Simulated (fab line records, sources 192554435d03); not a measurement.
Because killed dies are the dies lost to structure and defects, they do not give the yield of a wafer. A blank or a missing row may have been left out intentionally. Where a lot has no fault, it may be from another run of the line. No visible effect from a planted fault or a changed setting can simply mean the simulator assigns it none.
Chamber matching + flow n5-finfet + 4 sister chambers for N5_MOL_CONTACT_COAG_ETCH_90 on rie-diel-01
The step etches SiARC in CF4, target depth 13 nm, time 21.7 s. 8 wafers are shown with their chamber, then 8 later ones without.

## WAFERS WITH THEIR CHAMBER
| wafer  | chamber | drypump-motor-current-A (A) | throttle-valve-pct (%) |
|--------|---------|-----------------------------|------------------------|
| L075.6 | 0       | 6.2                         | 16.00                  |
| L085.1 | 2       | 5.3                         | 15.41                  |
| L085.3 | 1       | 5.6                         | 15.79                  |
| L085.5 | 3       | 5.3                         | 15.21                  |
| L093.1 | 3       | 5.3                         | 15.24                  |
| L093.2 | 0       | 6.2                         | 16.07                  |
| L093.3 | 1       | 5.7                         | 15.83                  |
| L093.4 | 2       | 5.2                         | 15.44                  |

## WAFERS MISSING THEIR CHAMBER
| wafer  | drypump-motor-current-A (A) | throttle-valve-pct (%) |
|--------|-----------------------------|------------------------|
| L093.5 | 5.4                         | 15.24                  |
| L093.6 | 5.3                         | 15.46                  |
| L096.1 | 5.3                         | 15.46                  |
| L096.2 | 5.6                         | 15.83                  |
| L096.3 | 6.2                         | 16.08                  |
| L096.4 | 5.4                         | 15.26                  |
| L096.5 | 5.3                         | 15.26                  |
| L096.6 | 5.3                         | 15.48                  |

## THE CHAMBER EACH PASSED THROUGH
| wafer  | from the rows above | in truth |
|--------|---------------------|----------|
| L093.5 | 3                   | 3        |
| L093.6 | 2                   | 2        |
| L096.1 | 2                   | 2        |
| L096.2 | 1                   | 1        |
| L096.3 | 0                   | 0        |
| L096.4 | 3                   | 3        |
| L096.5 | 3                   | 3        |
| L096.6 | 2                   | 2        |
8 of 8 placed correctly. Left unplaced by these rows: 0. 0 placed wrongly.
How it was worked out, from the rows above alone: a wafer's distance from a chamber is the root of the sum, over the readings, of the square of ((its reading less the chamber's mean) divided by the reading's scatter). The wafer belongs to the nearest chamber; if the next one is less than 2 further off, it can't be placed. A chamber's mean is the mean of its shown wafers. The scatter is the square root of a quotient: the sum, over the shown wafers, of each reading's squared deviation from its chamber's mean, divided by wafers minus chambers.
